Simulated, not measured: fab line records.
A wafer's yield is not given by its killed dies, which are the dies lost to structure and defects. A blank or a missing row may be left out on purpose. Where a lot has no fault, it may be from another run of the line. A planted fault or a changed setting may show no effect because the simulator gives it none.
fab line records	flow nandHarc
record: lots: 11	wafers: 33	lastDay: 25
route steps=1159 shown A_SGD_CUT@761
lots untouched by any fault: they come from a run of this same line in which no faults occurred
startH: hours from the record's opening day to when the first of the lot's shown wafers began	waitH: hours elapsed since this lot's preceding step	" same as the row above	L1.1+2: several wafers, shown together as one row	- no value, or no start was given	* or withheld: withheld	< > ~ a bound
route shown NAME@n: NAME is a module with steps in the file, n the number in the route of the first one	usual: mean and standard deviation over wafers with no fault	same: alike in all rows	chamber/n: place in a boat	sites: readings site by site	_std_site: standard deviation of those values	_edge_site: inner sites' mean taken away from outer sites' mean	radiusMm: how far each site lies from the wafer's centre	mask NAME#n: copy n	behind: tool/chamber where the wafer was last shaped	hold: why the lot was held/for how many hours/how that ended	device: whichever transistor did not switch (one of n, p or np)	end of line: at the end of the route, the tests of the same wafers	where a step has no rows: the recipe by itself	killed: the dies lost at the first sort to structure and to defects; this is not the yield of the wafer	map: the dies of a wafer, with x for killed, . for not killed, _ for no die there
set.NAME: setting as actually run; set.NAME@STEP: the setting as run at that earlier step	model.NAME: the simulator's own value behind a step, which no gauge read
steps of the route over a sample of lots; a table a step, a row a wafer
services: from which hour (startH, from the record's first day; less than 0 if before it) a tool's chamber was out of use, for how many hours, and why
== steps ==
step: NHARC_A_SGD_CUT_DESCUM_14
recipe: timeS: 3	o2FlowSccm: 200	arFlowSccm: 0	biasPowerW: 0	chemistry: O2
usual: drypumpMotorCurrentA: 5.7/0.4	oesProductAu: 1.004/0.0091	rfVppV: 57.8/0.9	showerheadPlenumPTorr: 1.93/0.09	throttleValvePct: 11.311/0.0092
lot.wafer	tool	chamber	startH	waitH	drypumpMotorCurrentA	oesProductAu	rfHoursCounterH	rfVppV	showerheadPlenumPTorr	throttleValvePct
L339.3	rieDiel-04	0	320.66	0.1	5.7	1.005	2	58.1	2.05	11.319
L339.1	"	2	"	"	5.8	1.009	1	57.9	2.06	11.299
L339.6	"	0	"	"	5.7	0.997	-	58.9	2.05	11.322
L340.1	rieDiel-02	3	322.13	0.1	6.1	1.015	18	58.0	1.78	11.296
L340.2	"	2	"	"	5.4	1.003	19	58.4	1.88	11.324
L340.5	"	3	"	"	6.1	1.000	-	59.0	1.78	11.317
L341.1	rieDiel-04	1	349.96	0.1	5.2	1.001	4	59.3	2.03	11.297
L341.3	"	3	"	"	6.2	1.020	4	57.1	1.88	11.323
L341.5	"	0	"	"	5.7	1.004	-	57.2	2.05	11.309
L343.2	rieDiel-01	1	354.40	0.1	5.6	1.013	1	57.6	1.94	11.309
L343.1	"	3	"	"	5.5	1.011	2	58.2	1.81	11.317
L343.6	"	3	"	"	5.5	1.006	-	56.9	1.81	11.330
L345.2	rieDiel-02	2	369.40	0.1	5.4	1.003	3	56.9	1.88	11.325
L345.3	"	3	"	"	6.2	0.993	3	57.8	1.78	11.301
L345.4	"	0	"	"	5.5	0.999	3	59.0	1.94	11.319
L348.4	rieDiel-02	2	405.14	0.1	5.4	1.015	6	57.4	1.88	11.310
L348.2	"	3	"	"	6.2	1.018	6	56.7	1.77	11.298
L348.6	"	0	"	"	5.5	1.004	-	56.8	1.94	11.299
L349.4	rieDiel-01	3	405.27	0.1	5.5	0.999	4	56.3	1.80	11.305
L349.3	"	2	"	"	5.1	1.003	4	58.0	1.95	11.293
L349.5	"	0	"	"	6.4	1.010	-	57.7	1.93	11.319
L355.4	rieDiel-04	0	413.67	0.1	5.7	0.994	9	59.5	2.04	11.323
L355.3	"	2	"	"	5.8	0.987	10	56.3	2.06	11.317
L355.2	"	3	"	"	6.1	1.009	9	57.0	1.88	11.310
L353.3	rieDiel-02	3	425.72	0.1	6.2	1.003	9	57.5	1.77	11.330
L353.4	"	0	"	"	5.5	0.995	10	56.4	1.93	11.314
L353.2	"	1	"	"	6.1	1.002	8	57.3	1.80	11.324
L358.2	rieDiel-04	2	448.07	0.1	5.8	1.000	12	58.8	2.06	11.324
L358.1	"	3	"	"	6.2	1.016	13	58.3	1.88	11.312
L358.3	"	0	"	"	5.7	0.998	13	58.4	2.04	11.321
L357.3	rieDiel-02	3	448.41	0.1	6.2	1.011	11	56.8	1.77	11.312
L357.4	"	0	"	"	5.5	0.993	12	58.0	1.93	11.302
L357.6	"	3	"	"	6.2	1.012	-	56.5	1.77	11.323
step: NHARC_A_SGD_CUT_ETCH_16
recipe: targetDepthA: 3105	timeS: 155.2	c4f8FlowSccm: withheld	o2FlowSccm: 8	arFlowSccm: withheld	rfW: 600	biasW: 800	chemistry: C4F8/O2/Ar
usual: oesProductAu: 0.978/0.014	rfVppV: 724/4.6
lot.wafer	tool	chamber	startH	waitH	oesProductAu	rfHoursCounterH	rfVppV
L339.1	rieDiel-04	2	-	-	0.986	2	729
L339.3	"	0	"	"	0.976	2	731
L339.6	"	2	"	"	0.997	-	731
L340.2	rieDiel-02	1	-	-	0.962	18	716
L340.1	"	3	"	"	0.967	18	715
L340.5	"	0	"	"	0.958	-	724
L341.1	rieDiel-04	0	-	-	0.950	5	730
L341.3	"	1	"	"	0.949	4	730
L341.5	"	2	"	"	0.943	-	732
L343.1	rieDiel-01	1	-	-	0.961	2	726
L343.2	"	0	"	"	0.983	1	725
L343.6	"	2	"	"	0.977	-	725
L345.2	rieDiel-02	0	-	-	0.962	3	724
L345.3	"	1	"	"	0.950	2	718
L345.4	"	2	"	"	0.964	3	721
L348.4	rieDiel-02	1	-	-	0.981	6	717
L348.2	"	2	"	"	0.994	6	722
L348.6	"	1	"	"	0.981	-	717
L349.4	rieDiel-01	3	-	-	0.969	4	718
L349.3	"	0	"	"	0.978	3	725
L349.5	"	3	"	"	0.971	-	719
L355.3	rieDiel-04	3	-	-	0.992	10	724
L355.2	"	0	"	"	0.972	10	731
L355.4	"	1	"	"	0.979	10	729
L353.2	rieDiel-02	1	-	-	0.972	8	716
L353.3	"	2	"	"	0.974	9	722
L353.4	"	3	"	"	0.965	9	716
L358.3	rieDiel-04	3	-	-	0.986	13	721
L358.1	"	0	"	"	0.989	13	730
L358.2	"	1	"	"	0.996	14	727
L357.3	rieDiel-02	0	-	-	0.994	13	724
L357.4	"	1	"	"	0.998	11	717
L357.6	"	2	"	"	0.985	-	722
step: NHARC_A_SGD_CUT_STRIP_17
recipe: o2FlowSccm: 500	arFlowSccm: 0	biasW: 0	chemistry: O2
usual: drypumpMotorCurrentA: 5.7/0.4	oesProductAu: 1.004/0.009	rfVppV: 58.0/0.87	showerheadPlenumPTorr: 3.56/0.15	throttleValvePct: 17.037/0.0091
lot.wafer	tool	chamber	startH	waitH	drypumpMotorCurrentA	oesProductAu	rfHoursCounterH	rfVppV	showerheadPlenumPTorr	throttleValvePct
L339.1	rieDiel-04	0	-	-	5.7	0.996	2	58.4	3.76	17.042
L339.3	"	1	"	"	5.2	0.993	2	58.0	3.73	17.032
L339.6	"	1	"	"	5.2	0.989	-	58.9	3.73	17.029
L340.1	rieDiel-02	1	-	-	6.1	0.999	18	57.5	3.33	17.030
L340.2	"	3	"	"	6.2	1.003	18	57.9	3.29	17.027
L340.5	"	0	"	"	5.5	0.998	-	58.6	3.57	17.062
L341.3	rieDiel-04	3	-	-	6.2	1.017	4	58.5	3.48	17.036
L341.1	"	0	"	"	5.7	0.998	5	56.8	3.76	17.037
L341.5	"	2	"	"	5.8	0.987	-	60.0	3.78	17.037
L343.2	rieDiel-01	0	-	-	6.4	1.016	1	59.6	3.55	17.018
L343.1	"	1	"	"	5.6	0.999	2	58.3	3.57	17.050
L343.6	"	3	"	"	5.6	1.001	-	59.0	3.34	17.037
L345.2	rieDiel-02	0	-	-	5.5	0.993	3	58.4	3.57	17.027
L345.3	"	1	"	"	6.1	1.008	3	57.6	3.33	17.030
L345.4	"	3	"	"	6.1	1.006	3	56.6	3.29	17.044
L348.4	rieDiel-02	3	-	-	6.2	1.013	6	57.3	3.29	17.045
L348.2	"	0	"	"	5.5	0.996	7	57.6	3.57	17.044
L348.6	"	3	"	"	6.2	1.003	-	57.0	3.29	17.044
L349.3	rieDiel-01	2	-	-	5.1	1.013	4	58.7	3.58	17.010
L349.4	"	1	"	"	5.6	1.002	4	58.9	3.57	17.051
L349.5	"	2	"	"	5.1	1.014	-	58.1	3.58	17.023
L355.4	rieDiel-04	3	-	-	6.2	1.012	10	58.0	3.47	17.023
L355.2	"	0	"	"	5.7	0.999	10	58.6	3.75	17.048
L355.3	"	2	"	"	5.9	0.985	10	58.5	3.78	17.036
L353.3	rieDiel-02	0	-	-	5.5	0.999	10	57.6	3.56	17.056
L353.2	"	1	"	"	6.1	1.007	8	57.4	3.32	17.039
L353.4	"	2	"	"	5.3	0.998	9	57.7	3.46	17.042
L358.2	rieDiel-04	2	-	-	5.8	1.000	13	57.9	3.77	17.024
L358.3	"	0	"	"	5.7	0.999	13	56.9	3.75	17.053
L358.1	"	1	"	"	5.2	1.006	14	60.1	3.72	17.040
L357.4	rieDiel-02	0	-	-	5.5	1.002	13	58.6	3.56	17.037
L357.3	"	1	"	"	6.1	0.993	11	59.1	3.32	17.049
L357.6	"	1	"	"	6.1	1.000	-	56.6	3.32	17.037
step: NHARC_A_SGD_CUT_DEP_20
recipe: targetThkA: 1500	tempC: 65	material: SiO2
lot.wafer	tool	chamber	startH	waitH
L339.1+3+6	fcvd-02	1,0,1	321.80	-
L340.1+2+5	fcvd-01	1,0,0	323.41	-
L341.1+3+5	fcvd-01	1,0,1	351.10	-
L343.2+1+6	fcvd-02	0,1,0	355.60	-
L345.2+4+3	fcvd-02	0,0,1	370.52	-
L348.2+4+6	fcvd-01	0,0,1	406.24	-
L349.3+4+5	fcvd-02	1,0,0	406.43	-
L355.2+3+4	fcvd-02	1,1,0	414.78	-
L353.2+3+4	fcvd-01	0,1,0	426.86	-
L358.1+2+3	fcvd-02	1,0,0	449.19	-
L357.3+4+6	fcvd-02	0,1,0	449.58	-
step: NHARC_A_SGD_CUT_CMP_21
recipe: targetThkNm: 148.19
usual: motorCurrentA: 11.9/1.4	timeToEndpointS: 50/4
lot.wafer	tool	chamber	startH	waitH	motorCurrentA	timeToEndpointS
L339.1	cmp-02	0	326.34	0.4	13.7	46
L339.3	"	3	"	"	9.1	50
L339.6	"	1	"	"	14.0	47
L340.2	cmp-04	2	326.34	0.4	12.3	59
L340.1	"	1	"	"	11.2	56
L340.5	"	3	"	"	13.8	53
L341.3	cmp-02	3	355.83	0.4	9.2	47
L341.1	"	1	"	"	12.9	51
L341.5	"	2	"	"	11.4	47
L343.2	cmp-02	1	360.86	0.4	13.2	43
L343.1	"	2	"	"	12.5	48
L343.6	"	1	"	"	12.6	45
L345.3	cmp-04	1	374.33	0.4	11.2	56
L345.4	"	2	"	"	13.1	59
L345.2	"	3	"	"	13.7	56
L348.4	cmp-03	2	416.71	0.4	12.0	38
L348.2	"	3	"	"	11.3	36
L348.6	"	1	"	"	10.7	47
L355.2	cmp-04	0	416.83	0.5	11.3	54
L355.4	"	1	"	"	11.0	56
L355.3	"	3	"	"	13.3	55
L349.3	cmp-02	3	416.85	0.5	9.4	44
L349.4	"	1	"	"	12.5	47
L349.5	"	3	"	"	9.4	46
L353.4	cmp-02	0	432.38	0.4	14.8	29
L353.3	"	1	"	"	13.2	44
L353.2	"	3	"	"	9.5	33
L358.1	cmp-04	2	454.80	0.4	12.4	50
L358.3	"	3	"	"	12.9	44
L358.2	"	0	"	"	12.1	49
L357.4	cmp-03	2	454.81	0.4	11.7	52
L357.3	"	0	"	"	9.5	55
L357.6	"	2	"	"	11.0	52
step: NHARC_A_SGD_CUT_THK_MEAS_22
recipe: thkMeasGauge: ellipsometry
usual: thkNm: 148.2/1.5
lot.wafer	tool	chamber	startH	waitH	hold	thkNm
L339.1	filmMetro-01	-	326.59	0.2	-	145.5
L339.3	"	-	"	"	-	145.4
L339.6	"	-	"	"	-	146.4
L340.1	filmMetro-02	-	326.59	0.2	-	149.5
L340.2	"	-	"	"	-	150.4
L340.5	"	-	"	"	-	149.0
L341.1	filmMetro-01	-	356.06	0.2	-	147.9
L341.3	"	-	"	"	-	146.5
L341.5	"	-	"	"	-	144.6
L343.1	filmMetro-02	-	361.12	0.2	-	147.2
L343.2	"	-	"	"	-	145.6
L343.6	"	-	"	"	-	147.6
L345.2	filmMetro-02	-	374.56	0.2	-	149.6
L345.3	"	-	"	"	-	147.2
L345.4	"	-	"	"	-	148.9
L348.2	filmMetro-02	-	416.94	0.2	awaitDispo/0.2h/release	105.9
L348.4	"	-	"	"	awaitDispo/0.2h/release	104.5
L348.6	"	-	"	"	awaitDispo/0.2h/release	148.8
L348.2	filmMetro-02	-	417.11	0.2	-	103.6
L348.4	"	-	"	"	-	102.3
L348.6	"	-	"	"	-	146.0
L349.3	filmMetro-01	-	417.08	0.2	-	147.5
L349.4	"	-	"	"	-	145.6
L349.5	"	-	"	"	-	147.1
L355.2	filmMetro-02	-	417.08	0.2	-	147.8
L355.3	"	-	"	"	-	147.3
L355.4	"	-	"	"	-	147.9
L353.2	filmMetro-01	-	432.64	0.2	awaitDispo/0.2h/release	104.9
L353.3	"	-	"	"	awaitDispo/0.2h/release	148.1
L353.4	"	-	"	"	awaitDispo/0.2h/release	102.9
L353.2	filmMetro-01	-	432.81	0.2	-	103.1
L353.3	"	-	"	"	-	149.9
L353.4	"	-	"	"	-	105.9
L358.1	filmMetro-02	-	455.03	0.2	-	147.7
L358.2	"	-	"	"	-	147.1
L358.3	"	-	"	"	-	146.8
L357.3	filmMetro-01	-	455.04	0.2	-	149.9
L357.4	"	-	"	"	-	150.1
L357.6	"	-	"	"	-	149.7
== services ==
tool	chamber	startH	hours	kind
cmp-04	-	302.87	4.0	pm
rieDiel-02	0	307.67	-	clean
rieDiel-02	1	307.67	-	clean
fcvd-02	-	311.25	1.1	repair
rieDiel-01	-	314.80	9.0	pm
rieDiel-02	-	328.34	9.0	pm
cmp-02	-	338.04	4.0	pm
cmp-03	-	346.96	0.8	repair
rieDiel-01	0	351.34	3.3	repair
cmp-02	-	353.03	0.3	repair
rieDiel-02	1	359.73	7.4	repair
cmp-03	-	359.93	4.0	pm
rieDiel-01	1	367.25	9.1	repair
rieDiel-01	0	371.65	7.3	repair
fcvd-02	-	376.00	13.0	pm
fcvd-01	-	388.28	1.3	repair
fcvd-01	-	391.56	0.3	repair
cmp-04	-	400.87	4.0	pm
rieDiel-04	2	417.78	2.6	repair
rieDiel-04	2	428.72	7.5	repair
rieDiel-02	3	431.82	3.5	repair
cmp-02	-	434.82	8.3	repair
rieDiel-01	3	435.57	9.0	repair
cmp-02	-	443.14	4.0	pm
== key ==
firstSign: step: NHARC_A_SGD_CUT_CMP_21	reading: timeToEndpointS	direction: down	sigmas: 4.1	usual: *	struck: *
effect: step: NHARC_A_SGD_CUT_THK_MEAS_22	reading: visit	direction: added
effect: step: NHARC_A_SGD_CUT_THK_MEAS_22	reading: thkNm	direction: down	sigmas: 29	usual: 148.2	struck: 104.5
metAt NHARC_A_SGD_CUT_DEP_20
struckLots L348,L353
struckWafers L348.2,L348.4,L353.2,L353.4
testerLeftOut L348,L353
notActingAt NHARC_A_SGD_CUT_DESCUM_14,NHARC_A_SGD_CUT_ETCH_16,NHARC_A_SGD_CUT_STRIP_17
onsetBetween 351.10 406.24
fault: kind: processParameterDrift	tool: fcvd-01	chamber: -	onsetH: 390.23	steps: NHARC_A_SGD_CUT_DEP_20	channel: targetThkA	offset: *	shape: step	endH: 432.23	scope: struckWafersOnly	stated: *
testerLeftOut: of these lots the tester's yield and bins aren't shown, on N5 and GAA mostly nor the transistor test; their killed dies are dies lost to structure and defects alone, not to doping, threshold or leakage, so they don't give the yield
